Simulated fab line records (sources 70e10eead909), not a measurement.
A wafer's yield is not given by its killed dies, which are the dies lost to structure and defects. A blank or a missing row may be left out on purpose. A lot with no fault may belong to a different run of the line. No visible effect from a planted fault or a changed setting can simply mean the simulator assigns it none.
Chamber matching | flow nandHarc | NHARC_A_BONDPAD_ETCH_12 on rieDiel-04: 4 sister chambers
The step etches the open film in CHF3/O2, target depth 220 nm, time 110 s. 4 wafers are shown with their chamber, then 7 later ones without.

WAFERS, EACH WITH ITS CHAMBER
wafer  | chamber | rfVppV (V)
L630.4 | 0       | 375.1
L641.5 | 2       | 373.3
L641.6 | 3       | 373.0
L642.1 | 1       | 371.0

WAFERS MISSING THEIR CHAMBER
wafer  | rfVppV (V)
L642.4 | 374.7
L642.5 | 372.1
L643.2 | 373.1
L643.3 | 373.3
L643.5 | 374.9
L646.2 | 373.1
L646.4 | 373.0

THE CHAMBER EACH PASSED THROUGH
wafer  | from the rows above          | in truth
L642.4 | 0                            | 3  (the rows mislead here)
L642.5 | can't be placed: 3 or 1 or 2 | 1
L643.2 | can't be placed: 3 or 2      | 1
L643.3 | can't be placed: 2 or 3      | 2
L643.5 | 0                            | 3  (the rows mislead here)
L646.2 | can't be placed: 3 or 2      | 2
L646.4 | can't be placed: 3 or 2      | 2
Placed correctly: 0 of 7. Unplaceable from these rows: 5, with the true chamber sitting among the candidates in 4. Placed wrongly: 2.
How it was worked out, from the rows above alone: a wafer's distance from a chamber is the root of the sum, over the readings, of the square of ((its reading less the chamber's mean) divided by the reading's scatter). The wafer belongs to the nearest chamber; if the next one is less than 2 further off, it can't be placed. A chamber's mean is the mean of its shown wafers. The scatter (one wafer shown for each chamber): square how far every hidden wafer sits from the nearest shown wafer, average those squares and take the square root.
